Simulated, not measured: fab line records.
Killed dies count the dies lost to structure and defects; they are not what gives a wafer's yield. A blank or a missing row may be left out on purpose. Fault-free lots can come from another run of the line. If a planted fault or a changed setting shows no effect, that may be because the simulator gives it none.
Chamber matching | flow n5Finfet | 4 sister chambers for N5_BEOL_M7_ETCH_72 on rieDiel-01
The step etches underlayer in N2/H2, target depth 6.5 nm, time 5.2 s. 8 wafers are shown with their chamber, then 9 later ones without.

## WAFERS WITH THEIR CHAMBER
wafer  | chamber | showerheadPlenumPTorr (Torr) | drypumpMotorCurrentA (A)
L079.6 | 3       | 2.42                         | 5.9
L081.4 | 0       | 2.61                         | 6.1
L085.2 | 2       | 2.58                         | 5.5
L085.3 | 1       | 2.54                         | 6.2
L085.6 | 0       | 2.61                         | 6.1
L084.1 | 2       | 2.58                         | 5.6
L084.3 | 1       | 2.54                         | 6.2
L084.4 | 3       | 2.41                         | 5.9

## WAFERS WHOSE CHAMBER IS MISSING
wafer  | showerheadPlenumPTorr (Torr) | drypumpMotorCurrentA (A)
L090.2 | 2.60                         | 6.1
L090.4 | 2.53                         | 6.2
L090.6 | 2.41                         | 5.9
L094.1 | 2.60                         | 6.1
L094.4 | 2.53                         | 6.2
L094.6 | 2.58                         | 5.5
L092.1 | 2.41                         | 5.9
L092.3 | 2.53                         | 6.2
L092.4 | 2.58                         | 5.5

## CHAMBER TAKEN BY EACH
wafer  | from the rows above | in truth
L090.2 | 0                   | 0
L090.4 | 1                   | 1
L090.6 | 3                   | 3
L094.1 | 0                   | 0
L094.4 | 1                   | 1
L094.6 | 2                   | 2
L092.1 | 3                   | 3
L092.3 | 1                   | 1
L092.4 | 2                   | 2
Correctly placed: 9 of 9. Number that these rows cannot place: 0. Number placed wrongly: 0.
How it was worked out, from the rows above alone: a wafer's distance from a chamber is the root of the sum, over the readings, of the square of ((its reading less the chamber's mean) divided by the reading's scatter). The wafer belongs to the nearest chamber; if the next one is less than 2 further off, it can't be placed. Each chamber's mean is taken over the wafers shown for it. The scatter is the square root of a quotient: the sum, over the shown wafers, of each reading's squared deviation from its chamber's mean, divided by wafers minus chambers.
